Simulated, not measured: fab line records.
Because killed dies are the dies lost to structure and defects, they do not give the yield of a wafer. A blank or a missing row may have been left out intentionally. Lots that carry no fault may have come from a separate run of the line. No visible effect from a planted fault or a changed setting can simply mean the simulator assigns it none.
fab line records -- flow n5Finfet -- part 1 of 2: steps 1 to 23 of 33
record lots=5, wafers=15, lastDay=18
route steps=1938 shown BEOL_M12@1617
lots that met no fault: from a run of the same line without faults
startH: the number of hours between the record's first day and the start of the first shown wafer of the lot -- waitH: hours elapsed since this lot's preceding step -- " the same as in the row above -- L1.1+2: several wafers, shown together as one row -- - no value present, or no start provided -- * or withheld: withheld -- < > ~ a bound
route shown NAME@n: a module of which the file shows steps, and the number in the route of the first -- usual: mean and standard deviation over wafers with no fault -- same: alike in all rows -- chamber/n: place in a boat -- sites: each site's reading -- _std_site: standard deviation of those values -- _edge_site: mean of outer sites minus mean of inner sites -- radiusMm: for every site, how far away it sits from the centre of the wafer -- mask NAME#n: copy n -- behind: the last tool/chamber to shape the wafer -- hold: why the lot was held/for how many hours/how that ended -- device: names the non-switching transistor (n, p or np) -- end of line: the route-end tests of the same wafers -- a step without rows: its recipe alone -- killed: not the wafer's yield, but the dies lost to structure and defects at the first sort -- map: per-die view of a wafer (x killed, . not killed, _ where there is no die)
set.NAME: the setting as run; set.NAME@STEP: as run at that earlier step -- model.NAME: the simulator's own value behind a step, which no gauge read
lots at selected steps of the route; one table per step, one row per wafer
services: the hour from which a tool's chamber was out of use, counted from the record's first day as startH (under 0 if before that day), plus the number of hours and why
## steps
# step N5_BEOL_M12_VIA_ETCH_16
# recipe chemistry=C4F8/O2/Ar, target=SiOC, pressureMtorr=30, sourceW=3000, biasW=700, Ar_flow_sccm=400, C4F8_flow_sccm=15, O2_flow_sccm=8, heInnerTorr=15, heOuterTorr=30, targetDepthA=7248, timeS=withheld, ionEnergyEv=250, ends=cleared
# usual drypumpMotorCurrentA=5.9/0.41, oesProductAu=0.74/0.093, rfVppV=664/3.1, showerheadPlenumPTorr=3.37/0.11, throttleValvePct=24.13/0.22
lot.wafer,tool,chamber,startH,waitH,drypumpMotorCurrentA,oesProductAu,rfVppV,showerheadPlenumPTorr,throttleValvePct
L076.1,rieDiel-03,1,251.49,0.0,6.4,0.68,667,3.43,24.34
L076.4,rieDiel-03,2,251.49,0.0,5.5,0.87,664,3.35,23.86
L076.6,rieDiel-03,1,251.49,0.0,6.4,0.68,665,3.43,24.32
L089.1,rieDiel-03,2,323.91,0.0,5.5,0.82,664,3.34,23.89
L089.2,rieDiel-03,0,323.91,0.0,6.3,0.84,663,3.33,23.95
L089.3,rieDiel-03,3,323.91,0.0,5.9,0.62,665,3.38,24.01
L088.1,rieDiel-03,2,327.27,0.0,5.5,0.82,663,3.34,23.91
L088.3,rieDiel-03,1,327.27,0.0,6.3,0.67,665,3.42,24.36
L088.4,rieDiel-03,3,327.27,0.0,5.9,0.63,664,3.38,24.00
L096.1,rieDiel-05,3,373.11,0.0,6.5,0.85,668,3.50,24.31
L096.4,rieDiel-05,2,373.11,0.0,5.5,0.73,663,3.32,23.95
L096.6,rieDiel-05,3,373.11,0.0,6.5,0.84,667,3.50,24.28
L097.2,rieDiel-05,0,388.39,0.0,5.7,0.81,667,3.47,23.77
L097.4,rieDiel-05,0,388.39,0.0,5.8,0.80,667,3.47,23.76
L097.6,rieDiel-05,3,388.39,0.0,6.5,0.82,667,3.49,24.30
# step N5_BEOL_M12_STRIP_63
# recipe chemistry=N2/H2, powerW=1000, tempC=250, h2Frac=0.65, overashFraction=0.3, pressureMtorr=1000, n2FlowSccm=1750, h2FlowSccm=3250
# usual drypumpMotorCurrentA=5.70/0.27, heaterPowerW=318/26, oesProductAu=0.693/0.0047, stripTimeToEndpointS=42.5/0.93
lot.wafer,tool,chamber,startH,waitH,drypumpMotorCurrentA,heaterPowerW,oesProductAu,rfHoursCounterH,stripTimeToEndpointS
L076.1,plasmaAsher-01,0,251.69,-,5.73,313,0.701,104,43.3
L076.4,plasmaAsher-01,0,251.69,-,5.71,311,0.688,-,42.4
L076.6,plasmaAsher-01,1,251.69,-,6.01,294,0.693,-,43.4
L089.1,plasmaAsher-01,0,324.11,-,5.74,317,0.691,125,41.9
L089.2,plasmaAsher-01,1,324.11,-,5.99,294,0.694,125,41.5
L089.3,plasmaAsher-01,0,324.11,-,5.72,311,0.691,-,42.1
L088.1,plasmaAsher-02,1,327.47,-,5.36,345,0.694,80,41.7
L088.3,plasmaAsher-02,1,327.47,-,5.34,355,0.691,-,43.4
L088.4,plasmaAsher-02,0,327.47,-,5.36,351,0.697,-,41.8
L096.1,plasmaAsher-01,0,373.58,-,5.70,308,0.693,137,41.7
L096.4,plasmaAsher-01,0,373.58,-,5.71,307,0.697,-,42.3
L096.6,plasmaAsher-01,0,373.58,-,5.72,313,0.682,-,40.5
L097.2,plasmaAsher-01,1,388.59,-,6.03,291,0.695,142,42.7
L097.4,plasmaAsher-01,1,388.59,-,6.05,300,0.699,-,42.6
L097.6,plasmaAsher-01,0,388.59,-,5.73,310,0.701,-,42.3
# step N5_BEOL_M12_STRIP_64
# recipe chemistry=N2/H2, powerW=1000, tempC=250, h2Frac=0.65, overashFraction=0.3, pressureMtorr=withheld, n2FlowSccm=1750, h2FlowSccm=3250
# usual drypumpMotorCurrentA=5.70/0.27, heaterPowerW=318/27, oesProductAu=0.715/0.0047, stripTimeToEndpointS=31.30/0.077
lot.wafer,tool,chamber,startH,waitH,drypumpMotorCurrentA,heaterPowerW,oesProductAu,rfHoursCounterH,stripTimeToEndpointS
L076.1,plasmaAsher-01,0,251.75,0.0,5.72,301,0.709,104,31.22
L076.4,plasmaAsher-01,0,251.75,0.0,5.69,309,0.721,-,31.19
L076.6,plasmaAsher-01,1,251.75,0.0,6.03,292,0.710,-,31.13
L089.1,plasmaAsher-01,0,324.17,0.0,5.69,307,0.720,125,31.28
L089.2,plasmaAsher-01,1,324.17,0.0,6.07,286,0.722,125,31.27
L089.3,plasmaAsher-01,0,324.17,0.0,5.72,307,0.711,-,31.34
L088.1,plasmaAsher-02,1,327.53,0.0,5.36,363,0.724,80,31.26
L088.3,plasmaAsher-02,1,327.53,0.0,5.35,357,0.725,-,31.22
L088.4,plasmaAsher-02,0,327.53,0.0,5.35,353,0.709,-,31.28
L096.1,plasmaAsher-01,0,373.64,0.0,5.71,306,0.718,137,31.21
L096.4,plasmaAsher-01,0,373.64,0.0,5.72,310,0.714,-,31.21
L096.6,plasmaAsher-01,0,373.64,0.0,5.71,306,0.716,-,31.25
L097.2,plasmaAsher-01,1,388.65,0.0,6.05,291,0.709,142,31.31
L097.4,plasmaAsher-01,1,388.65,0.0,6.02,291,0.720,-,31.37
L097.6,plasmaAsher-01,0,388.65,0.0,5.70,310,0.712,-,31.35
# step N5_BEOL_M12_STRIP_71
# recipe chemistry=postEtchResidueRemover, timeS=60, tempC=25, removerPh=withheld, removerWaterWtPct=withheld, removerFluorideWtPct=withheld
lot.wafer,tool,chamber,startH,waitH
L076.1+4+6,wetBench-03,"1,7,0",251.84,0.1
L089.1+2+3,wetBench-03,"6,5,4",324.26,0.1
L088.1+3+4,wetBench-03,"7,1,6",327.62,0.1
L096.1+4+6,wetBench-01,"6,5,4",373.73,0.1
L097.2+4+6,wetBench-01,"5,0,2",388.74,0.1
# step N5_BEOL_M12_SRD_72
# recipe timeS=30, tempC=23, rinseLiquid=diw, dry=n2Spin, spinRpm=1500, dryTimeS=30
lot.wafer,tool,chamber,startH,waitH
L076.1+4+6,wetBench-03,"1,7,0",251.86,0.0
L089.1+2+3,wetBench-03,"6,5,4",324.28,0.0
L088.1+3+4,wetBench-03,"7,1,6",327.64,0.0
L096.1+4+6,wetBench-01,"6,5,4",373.75,0.0
L097.2+4+6,wetBench-01,"5,0,2",388.76,0.0
# step N5_BEOL_M12_CD_MEAS_17
# recipe targetCdNm=140, polarity=opening
# usual cdNm=139.4/2.6
lot.wafer,tool,chamber,startH,waitH,cdNm
L076.1,cdSem-03,-,251.90,0.0,137.8
L076.4,cdSem-03,-,251.90,0.0,140.5
L076.6,cdSem-03,-,251.90,0.0,138.9
L089.1,cdSem-03,-,324.32,0.0,141.0
L089.2,cdSem-03,-,324.32,0.0,142.0
L089.3,cdSem-03,-,324.32,0.0,138.5
L088.1,cdSem-03,-,327.68,0.0,143.7
L088.3,cdSem-03,-,327.68,0.0,139.6
L088.4,cdSem-03,-,327.68,0.0,140.3
L096.1,cdSem-01,-,373.79,0.0,139.3
L096.4,cdSem-01,-,373.79,0.0,134.0
L096.6,cdSem-01,-,373.79,0.0,139.6
L097.2,cdSem-02,-,388.80,0.0,140.3
L097.4,cdSem-02,-,388.80,0.0,143.0
L097.6,cdSem-02,-,388.80,0.0,136.6
# step N5_BEOL_M12_COAT_65
# recipe resist=SOC, tempC=250, timeS=60, spinRpm=1500, resistThkNm=300
lot.wafer,tool,chamber,startH,waitH
L076.1+4+6,lithoTrack-05,0,251.93,0.0
L089.1+2+3,lithoTrack-04,0,324.35,0.0
L088.1+3+4,lithoTrack-04,0,327.71,0.0
L096.1+4+6,lithoTrack-03,0,373.83,0.0
L097.2+4+6,lithoTrack-04,0,388.84,0.0
# step N5_BEOL_M12_COAT_66
# recipe resist=SiARC, tempC=220, timeS=60, spinRpm=1500, resistThkNm=110
lot.wafer,tool,chamber,startH,waitH
L076.1+4+6,lithoTrack-05,0,-,-
L089.1+2+3,lithoTrack-04,0,-,-
L088.1+3+4,lithoTrack-04,0,-,-
L096.1+4+6,lithoTrack-03,0,-,-
L097.2+4+6,lithoTrack-04,0,-,-
# step N5_BEOL_M12_COAT_22
# recipe spinRpm=2888, resistThkNm=300
lot.wafer,tool,chamber,startH,waitH
L076.1+4+6,lithoTrack-05,0,-,-
L089.1+2+3,lithoTrack-04,0,-,-
L088.1+3+4,lithoTrack-04,0,-,-
L096.1+4+6,lithoTrack-03,0,-,-
L097.2+4+6,lithoTrack-04,0,-,-
# step N5_BEOL_M12_EBR_24
# recipe solvent=PGMEA, ebrWidthMm=1.5
# same ebrWidthMm=1.5
lot.wafer,tool,chamber,startH,waitH
L076.1+4+6,lithoTrack-05,0,-,-
L089.1+2+3,lithoTrack-04,0,-,-
L088.1+3+4,lithoTrack-04,0,-,-
L096.1+4+6,lithoTrack-03,0,-,-
L097.2+4+6,lithoTrack-04,0,-,-
# step N5_BEOL_M12_SOFTBAKE_23
# recipe tempC=130, timeS=60
lot.wafer,tool,chamber,startH,waitH
L076.1+4+6,lithoTrack-05,0,-,-
L089.1+2+3,lithoTrack-04,0,-,-
L088.1+3+4,lithoTrack-04,0,-,-
L096.1+4+6,lithoTrack-03,0,-,-
L097.2+4+6,lithoTrack-04,0,-,-
# step N5_BEOL_M12_EXPOSE_25
# recipe maskId=M12, na=0.93, sourceShape=conventional, sigmaOuter=0.4, polarization=unpolarized, doseMj=21.8
# usual stageVelMmS=499.97/0.24
lot.wafer,tool,chamber,startH,waitH,mask,stageVelMmS
L076.1,krfScanner-01,0,252.18,-,M12#0,500.17
L076.4,krfScanner-01,0,252.18,-,M12#0,500.29
L076.6,krfScanner-01,0,252.18,-,M12#0,500.43
L089.1,krfScanner-01,0,324.47,-,M12#0,500.07
L089.2,krfScanner-01,0,324.47,-,M12#0,500.03
L089.3,krfScanner-01,0,324.47,-,M12#0,499.82
L088.1,krfScanner-02,0,327.96,-,M12#0,500.23
L088.3,krfScanner-02,0,327.96,-,M12#0,500.20
L088.4,krfScanner-02,0,327.96,-,M12#0,500.29
L096.1,krfScanner-01,0,373.95,-,M12#0,499.86
L096.4,krfScanner-01,0,373.95,-,M12#0,500.18
L096.6,krfScanner-01,0,373.95,-,M12#0,499.96
L097.2,krfScanner-02,0,388.96,-,M12#0,499.96
L097.4,krfScanner-02,0,388.96,-,M12#0,499.58
L097.6,krfScanner-02,0,388.96,-,M12#0,499.27
# step N5_BEOL_M12_PEB_26
# recipe pebTempC=130, pebTimeS=90
lot.wafer,tool,chamber,startH,waitH
L076.1+4+6,lithoTrack-03,0,252.23,0.1
L089.1+2+3,lithoTrack-03,0,324.53,0.1
L088.1+3+4,lithoTrack-03,0,328.01,0.1
L096.1+4+6,lithoTrack-04,0,374.00,0.1
L097.2+4+6,lithoTrack-03,0,389.01,0.0
# step N5_BEOL_M12_DEVELOP_27
# recipe developTimeS=45, rinseLiquid=diw, dry=airSpin, devTempC=21
# usual developerTempC=20.98/0.1
lot.wafer,tool,chamber,startH,waitH,developerTempC
L076.1,lithoTrack-03,0,-,-,20.89
L076.4,lithoTrack-03,0,-,-,20.97
L076.6,lithoTrack-03,0,-,-,20.81
L089.1,lithoTrack-03,0,-,-,20.97
L089.2,lithoTrack-03,0,-,-,20.93
L089.3,lithoTrack-03,0,-,-,20.89
L088.1,lithoTrack-03,0,-,-,20.95
L088.3,lithoTrack-03,0,-,-,21.08
L088.4,lithoTrack-03,0,-,-,20.93
L096.1,lithoTrack-04,0,-,-,21.01
L096.4,lithoTrack-04,0,-,-,20.84
L096.6,lithoTrack-04,0,-,-,20.93
L097.2,lithoTrack-03,0,-,-,20.83
L097.4,lithoTrack-03,0,-,-,20.72
L097.6,lithoTrack-03,0,-,-,21.05
# step N5_BEOL_M12_HARDBAKE_32
# recipe tempC=130, timeS=120
lot.wafer,tool,chamber,startH,waitH
L076.1+4+6,lithoTrack-03,0,-,-
L089.1+2+3,lithoTrack-03,0,-,-
L088.1+3+4,lithoTrack-03,0,-,-
L096.1+4+6,lithoTrack-04,0,-,-
L097.2+4+6,lithoTrack-03,0,-,-
# step N5_BEOL_M12_CD_MEAS_28
# recipe targetCdNm=160.2, landingEnergyEv=500, detector=seInlens, polarity=opening
# usual cdNm=159.8/1.2
lot.wafer,tool,chamber,startH,waitH,cdNm
L076.1,cdSem-02,0,252.35,-,160.5
L076.4,cdSem-02,0,252.35,-,161.8
L076.6,cdSem-02,0,252.35,-,158.7
L089.1,cdSem-01,0,324.64,-,160.4
L089.2,cdSem-01,0,324.64,-,160.6
L089.3,cdSem-01,0,324.64,-,160.1
L088.1,cdSem-02,0,328.13,-,162.8
L088.3,cdSem-02,0,328.13,-,160.0
L088.4,cdSem-02,0,328.13,-,160.8
L096.1,cdSem-01,0,374.12,-,159.3
L096.4,cdSem-01,0,374.12,-,159.0
L096.6,cdSem-01,0,374.12,-,160.3
L097.2,cdSem-01,0,389.13,-,160.4
L097.4,cdSem-01,0,389.13,-,160.2
L097.6,cdSem-01,0,389.13,-,158.7
# step N5_BEOL_M12_OVL_MEAS_29
# recipe pointsPerWafer=44
# usual M12_OVL=1/4.7
lot.wafer,tool,chamber,startH,waitH,M12_OVL[nm]
L076.1,overlay-02,0,252.38,0.0,-11
L076.4,overlay-02,0,252.38,0.0,7
L076.6,overlay-02,0,252.38,0.0,-3
L089.1,overlay-02,0,324.68,0.0,0
L089.2,overlay-02,0,324.68,0.0,-2
L089.3,overlay-02,0,324.68,0.0,3
L088.1,overlay-02,0,328.16,0.0,4
L088.3,overlay-02,0,328.16,0.0,3
L088.4,overlay-02,0,328.16,0.0,-7
L096.1,overlay-02,0,374.15,0.0,9
L096.4,overlay-02,0,374.15,0.0,4
L096.6,overlay-02,0,374.15,0.0,7
L097.2,overlay-02,0,389.16,0.0,0
L097.4,overlay-02,0,389.16,0.0,0
L097.6,overlay-02,0,389.16,0.0,0
# step N5_BEOL_M12_INSPECT_30
# recipe mode=adi, inspectInstrument=macro
# usual rawDefectCount=2.1/1.5
lot.wafer,tool,chamber,startH,waitH,rawDefectCount
L076.1,defectInspect-02,-,252.40,0.0,3
L076.4,defectInspect-02,-,252.40,0.0,4
L076.6,defectInspect-02,-,252.40,0.0,0
L089.1,defectInspect-02,-,324.70,0.0,0
L089.2,defectInspect-02,-,324.70,0.0,5
L089.3,defectInspect-02,-,324.70,0.0,0
L088.1,defectInspect-01,-,328.18,0.0,1
L088.3,defectInspect-01,-,328.18,0.0,0
L088.4,defectInspect-01,-,328.18,0.0,2
L096.1,defectInspect-01,-,374.17,0.0,2
L096.4,defectInspect-01,-,374.17,0.0,3
L096.6,defectInspect-01,-,374.17,0.0,3
L097.2,defectInspect-02,-,389.18,0.0,5
L097.4,defectInspect-02,-,389.18,0.0,2
L097.6,defectInspect-02,-,389.18,0.0,2
# step N5_BEOL_M12_DESCUM_33
# recipe chemistry=O2, timeS=7.9, sourcePowerW=50, biasPowerW=20, pressureMtorr=20, rfFrequencyHz=2.712e+07, tempC=40, o2FlowSccm=225
# usual biasPowerW=19.99/0.058, drypumpMotorCurrentA=5.9/0.39, oesProductAu=0.83/0.1, rfVppV=242.7/1.3, showerheadPlenumPTorr=2.05/0.073, throttleValvePct=20.31/0.21
lot.wafer,tool,chamber,startH,waitH,biasPowerW,drypumpMotorCurrentA,oesProductAu,rfHoursCounterH,rfVppV,showerheadPlenumPTorr,throttleValvePct
L076.1,rieDiel-03,2,252.48,0.1,20.03,5.5,0.96,13,244.1,2.04,19.97
L076.4,rieDiel-03,1,252.48,0.1,19.99,6.3,0.75,148,241.3,2.09,20.49
L076.6,rieDiel-03,3,252.48,0.1,19.96,6.0,0.70,-,242.0,2.05,20.08
L089.1,rieDiel-05,1,325.18,0.5,19.99,5.1,0.94,13,243.7,2.16,20.54
L089.2,rieDiel-05,2,325.18,0.5,19.95,5.5,0.84,74,242.0,2.02,20.10
L089.3,rieDiel-05,0,325.18,0.5,19.97,5.8,0.94,19,243.2,2.16,20.11
L088.1,rieDiel-05,1,328.22,0.0,19.99,5.1,0.94,14,245.2,2.16,20.55
L088.3,rieDiel-05,0,328.22,0.0,20.07,5.8,0.94,20,244.1,2.16,20.11
L088.4,rieDiel-05,1,328.22,0.0,20.04,5.1,0.95,-,244.9,2.16,20.53
L096.1,rieDiel-03,2,374.42,0.2,20.01,5.5,0.87,57,242.7,2.02,20.04
L096.4,rieDiel-03,0,374.42,0.2,19.91,6.3,0.89,49,241.3,2.05,20.32
L096.6,rieDiel-03,1,374.42,0.2,20.04,6.4,0.71,-,243.2,2.08,20.53
L097.2,rieDiel-02,0,389.62,0.4,19.99,6.3,0.70,224,240.2,1.88,20.52
L097.4,rieDiel-02,3,389.62,0.4,19.97,5.9,0.75,-,240.9,2.00,20.53
L097.6,rieDiel-02,2,389.62,0.4,19.89,5.8,0.83,-,243.6,2.04,20.46
# step N5_BEOL_M12_ETCH_67
# recipe chemistry=CF4, target=SiARC, targetDepthA=1430, timeS=238.3, ionEnergyEv=80, pressureMtorr=40, sourceW=545, biasW=36, Ar_flow_sccm=100, cf4FlowSccm=100, ends=cleared
# usual drypumpMotorCurrentA=5.9/0.39, etchRfOnTimeS=235/5.2, oesProductAu=0.71/0.092, rfVppV=183.6/1.2, showerheadPlenumPTorr=2.11/0.065, throttleValvePct=15.51/0.2
lot.wafer,tool,chamber,startH,waitH,drypumpMotorCurrentA,etchRfOnTimeS,oesProductAu,rfHoursCounterH,rfVppV,showerheadPlenumPTorr,throttleValvePct
L076.1,rieDiel-03,2,252.52,0.0,5.5,229,0.83,13,182.0,2.10,15.23
L076.4,rieDiel-03,1,252.52,0.0,6.4,239,0.64,148,185.6,2.14,15.64
L076.6,rieDiel-03,3,252.52,0.0,5.9,234,0.60,-,183.7,2.12,15.51
L089.1,rieDiel-05,1,325.22,0.0,5.1,228,0.83,13,185.6,2.18,15.47
L089.2,rieDiel-05,2,325.22,0.0,5.5,241,0.70,74,182.7,2.08,15.35
L089.3,rieDiel-05,0,325.22,0.0,5.8,229,0.81,19,186.5,2.19,15.13
L088.1,rieDiel-05,1,328.25,0.0,5.2,227,0.81,14,185.2,2.18,15.48
L088.3,rieDiel-05,0,328.25,0.0,5.8,229,0.82,20,185.2,2.19,15.14
L088.4,rieDiel-05,1,328.25,0.0,5.1,226,0.83,-,185.1,2.18,15.47
L096.1,rieDiel-03,2,374.46,0.0,5.5,230,0.75,57,181.6,2.09,15.32
L096.4,rieDiel-03,0,374.46,0.0,6.3,233,0.77,49,182.7,2.09,15.48
L096.6,rieDiel-03,1,374.46,0.0,6.3,239,0.61,-,185.4,2.13,15.71
L097.2,rieDiel-02,0,389.66,0.0,6.3,234,0.59,224,182.1,1.94,15.84
L097.4,rieDiel-02,3,389.66,0.0,6.0,237,0.65,-,183.5,2.05,15.75
L097.6,rieDiel-02,2,389.66,0.0,5.8,237,0.71,-,183.8,2.09,15.56
# step N5_BEOL_M12_ETCH_68
# recipe chemistry=N2/H2, target=SOC, maskMaterial=SiARC, sourceW=3000, biasW=350, tempC=40, timeS=285, ionEnergyEv=200, pressureMtorr=30, n2FlowSccm=200, h2FlowSccm=200
# usual drypumpMotorCurrentA=5.9/0.39, oesProductAu=0.83/0.1, rfVppV=522.8/2.3, showerheadPlenumPTorr=2.50/0.08, throttleValvePct=17.65/0.22
lot.wafer,tool,chamber,startH,waitH,drypumpMotorCurrentA,oesProductAu,rfHoursCounterH,rfVppV,showerheadPlenumPTorr,throttleValvePct
L076.1,rieDiel-03,2,252.66,0.1,5.5,0.96,13,522.2,2.48,17.36
L076.4,rieDiel-03,1,252.66,0.1,6.3,0.75,148,523.6,2.53,17.71
L076.6,rieDiel-03,3,252.66,0.1,5.9,0.70,-,522.7,2.53,17.66
L089.1,rieDiel-05,1,325.36,0.1,5.1,0.95,13,524.7,2.60,17.63
L089.2,rieDiel-05,2,325.36,0.1,5.5,0.84,74,521.0,2.46,17.43
L089.3,rieDiel-05,0,325.36,0.1,5.8,0.95,19,524.7,2.59,17.29
L088.1,rieDiel-05,1,328.40,0.1,5.2,0.93,14,525.1,2.60,17.64
L088.3,rieDiel-05,0,328.40,0.1,5.8,0.94,20,525.5,2.59,17.30
L088.4,rieDiel-05,1,328.40,0.1,5.2,0.94,-,525.5,2.60,17.66
L096.1,rieDiel-03,2,374.60,0.1,5.5,0.87,58,521.3,2.46,17.44
L096.4,rieDiel-03,0,374.60,0.1,6.3,0.89,49,524.2,2.48,17.55
L096.6,rieDiel-03,1,374.60,0.1,6.4,0.72,-,523.8,2.51,17.77
L097.2,rieDiel-02,0,389.80,0.1,6.4,0.69,225,515.2,2.31,17.99
L097.4,rieDiel-02,3,389.80,0.1,6.0,0.75,-,521.6,2.43,17.84
L097.6,rieDiel-02,2,389.80,0.1,5.8,0.83,-,520.9,2.45,17.69
# step N5_BEOL_M12_STRIP_69
# recipe chemistry=N2/H2, tempC=40, n2FlowSccm=200, h2FlowSccm=200, rfFrequencyHz=6e+07
lot.wafer,tool,chamber,startH,waitH
L076.1+4+6,rieDiel-03,"2,1,3",252.83,0.1
L089.1+2+3,rieDiel-05,"1,2,0",325.54,0.1
L088.1+3+4,rieDiel-05,"1,0,1",328.57,0.1
L096.1+4+6,rieDiel-03,"2,0,1",374.77,0.1
L097.2+4+6,rieDiel-02,"0,3,2",389.97,0.1
# step N5_BEOL_M12_TRENCH_ETCH_34
# recipe chemistry=C4F8/O2/Ar, target=SiOC, targetDepthA=3189.5, maskMaterial=SOC, pressureMtorr=30, sourceW=3000, biasW=700, Ar_flow_sccm=400, C4F8_flow_sccm=15, O2_flow_sccm=8, heInnerTorr=15, heOuterTorr=30, timeS=125.5, ionEnergyEv=250
# usual drypumpMotorCurrentA=5.9/0.39, oesProductAu=0.83/0.1, rfVppV=664.0/2.9, showerheadPlenumPTorr=3.36/0.1, throttleValvePct=24.11/0.22
lot.wafer,tool,chamber,startH,waitH,drypumpMotorCurrentA,oesProductAu,rfHoursCounterH,rfVppV,showerheadPlenumPTorr,throttleValvePct
L076.1,rieDiel-03,2,252.84,0.0,5.5,0.95,13,664.4,3.35,23.88
L076.4,rieDiel-03,1,252.84,0.0,6.3,0.74,148,666.5,3.43,24.32
L076.6,rieDiel-03,3,252.84,0.0,5.9,0.70,-,663.3,3.39,23.99
L089.1,rieDiel-05,1,325.55,0.0,5.2,0.94,13,668.4,3.49,24.23
L089.2,rieDiel-05,2,325.55,0.0,5.5,0.82,74,662.9,3.32,23.95
L089.3,rieDiel-05,0,325.55,0.0,5.8,0.94,19,667.9,3.48,23.74
L088.1,rieDiel-05,1,328.58,0.0,5.2,0.94,15,669.0,3.49,24.23
L088.3,rieDiel-05,0,328.58,0.0,5.8,0.94,21,667.9,3.48,23.71
L088.4,rieDiel-05,1,328.58,0.0,5.2,0.95,-,666.4,3.49,24.22
L096.1,rieDiel-03,2,374.78,0.0,5.5,0.87,58,662.8,3.33,23.94
L096.4,rieDiel-03,0,374.78,0.0,6.3,0.90,49,662.7,3.32,23.97
L096.6,rieDiel-03,1,374.78,0.0,6.3,0.71,-,666.8,3.41,24.38
L097.2,rieDiel-02,0,389.98,0.0,6.4,0.69,225,656.3,3.13,24.41
L097.4,rieDiel-02,3,389.98,0.0,6.0,0.75,-,662.5,3.27,24.30
L097.6,rieDiel-02,2,389.98,0.0,5.8,0.82,-,661.8,3.32,24.17
